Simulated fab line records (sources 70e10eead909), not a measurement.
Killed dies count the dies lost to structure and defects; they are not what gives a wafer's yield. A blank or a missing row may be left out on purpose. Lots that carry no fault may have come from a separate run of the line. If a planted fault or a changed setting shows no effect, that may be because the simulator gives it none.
Which tool did it? ; flow nand-harc ; 24 lots (72 wafers sampled), 1 step of a 1159-step route

## WHAT THE GAUGES SHOWED, per wafer
NHARC_A_CHANNEL_FILL_D1_INSPECT_13.
lot;measured;on;raw-defect-count
L074;day 10 16:21;defect-inspect-01;360 160 251
L076;day 10 23:56;defect-inspect-02;232 208 173
L075;day 10 23:58;defect-inspect-02;239 256 439
L077;day 11 05:12;defect-inspect-02;333 308 255
L080;day 11 19:37;defect-inspect-02;272 216 181
L079;day 11 19:39;defect-inspect-02;153 119 147
L078;day 11 19:49;defect-inspect-02;173 320 247
L081;day 12 00:38;defect-inspect-02;322 435 533
L082;day 12 11:43;defect-inspect-01;873 445 465
L083;day 12 19:29;defect-inspect-02;413 598 261
L085;day 13 11:06;defect-inspect-01;303 429 330
L084;day 13 11:06;defect-inspect-02;364 591 349
L086;day 13 18:49;defect-inspect-01;224 341 246
L087;day 13 18:59;defect-inspect-01;213 198 252
L089;day 14 15:23;defect-inspect-02;153 174 204
L088;day 14 15:23;defect-inspect-01;462 323 419
L093;day 14 23:00;defect-inspect-02;312 269 309
L091;day 14 23:01;defect-inspect-01;212 248 251
L092;day 15 03:49;defect-inspect-01;458 170 283
L090;day 15 03:49;defect-inspect-02;125 240 169
L094;day 15 13:45;defect-inspect-02;276 246 440
L096;day 16 05:54;defect-inspect-01;271 270 402
L095;day 16 05:55;defect-inspect-02;141 214 155
L097;day 16 12:26;defect-inspect-02;229 115 140

## WHICH TOOL RAN EACH LOT (tool, then ch and the chambers of the sampled wafers, then the start)
There is no process step in the record ahead of these readings.

## WHAT THE TOOLS THEMSELVES READ (means of the sampled wafers that have a number; where no wafer has one, the mark that the record gives instead)
The record holds no such reading with a usual standard deviation.

## THE ANSWER, worked out from the rows above alone
Rule: usual is defined by the lots themselves. Put in order of their means at a reading, lots are off if they are a third of the lots or fewer, leave a main group of 4 or more, and stand apart from it by a gap of 3 or more times the standard deviation of the main group's means; of several such gaps the widest counts. A main group whose means are all the same, to the digits that the tables above print for the reading, isn't used. Also off: a lot with no number at a reading for which 4 or more lots have one. Where the step has rows for the other lots, those lots are counted as sound. The gauges are gone through in route order, then the tools' own readings, and for those a lot's mean is taken as printed above. The first step at which some lot is off is used, and at that step the reading that is off furthest; a lot without a number counts as furthest.
No lot is off at any reading shown: from this, nothing can be told.

## WHAT THE SIMULATOR HAD INSERTED
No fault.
